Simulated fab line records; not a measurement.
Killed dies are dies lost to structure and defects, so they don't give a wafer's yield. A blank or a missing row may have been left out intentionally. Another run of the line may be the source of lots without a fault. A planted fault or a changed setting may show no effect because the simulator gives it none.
Chamber matching    flow nand_harc    NHARC_A_ONON_D2_DEP_33 on pecvd-01: 3 sister chambers
The step deposits SiO2, target thk 200 nm. 16 wafers are shown with their chamber, then 8 later ones without.

WAFERS WITH THEIR CHAMBER
wafer   chamber  throttle_valve_pct (%)  heater_power_w (W)
L075.2  2        16.7                    589
L075.3  0        16.3                    560
L075.5  0        16.2                    563
L079.1  2        16.1                    578
L079.4  2        16.4                    579
L079.6  0        15.9                    555
L081.1  1        15.6                    551
L081.2  0        15.8                    509
L081.3  2        16.5                    496
L083.3  2        16.3                    588
L083.4  1        16.1                    573
L083.5  0        16.1                    550
L084.2  0        15.9                    564
L084.5  2        16.3                    462
L084.6  0        15.9                    565
L091.1  1        16.3                    554

SIGNATURES, as means of the wafers listed above
reading             chamber 0  chamber 1  chamber 2  scatter within a chamber
throttle_valve_pct  16.014     16.000     16.383     0.228
heater_power_w      552.29     559.33     548.67     37.1
Rule: for each reading, subtract the chamber's mean from the wafer's reading, divide by that reading's scatter and square the result; add these up over the readings and take the root, which gives the wafer's distance from the chamber. If the next closest chamber is less than 2 further off than the closest, the wafer can't be placed; otherwise it belongs to the closest. The scatter is the square root of a quotient: the sum, over the shown wafers, of each reading's squared deviation from its chamber's mean, divided by wafers minus chambers.

WAFERS WITHOUT THEIR CHAMBER
wafer   throttle_valve_pct (%)  heater_power_w (W)
L091.3  16.1                    476
L091.6  16.6                    609
L091.2  16.5                    621
L091.4  16.1                    563
L091.5  15.7                    491
L093.1  16.3                    600
L093.2  16.2                    490
L093.5  16.5                    539

WHICH CHAMBER EACH WENT THROUGH
wafer   from the rows above           in truth
L091.3  can't be placed: 0 or 1 or 2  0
L091.6  can't be placed: 2 or 1 or 0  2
L091.2  can't be placed: 2 or 1 or 0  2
L091.4  can't be placed: 1 or 0 or 2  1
L091.5  can't be placed: 0 or 1 or 2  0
L093.1  can't be placed: 2 or 1 or 0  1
L093.2  can't be placed: 2 or 0 or 1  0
L093.5  can't be placed: 2 or 0 or 1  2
Placed correctly: 0 of 8. Cannot be placed on the basis of these rows: 8; the candidates contain the true chamber in 8. Number placed wrongly: 0.
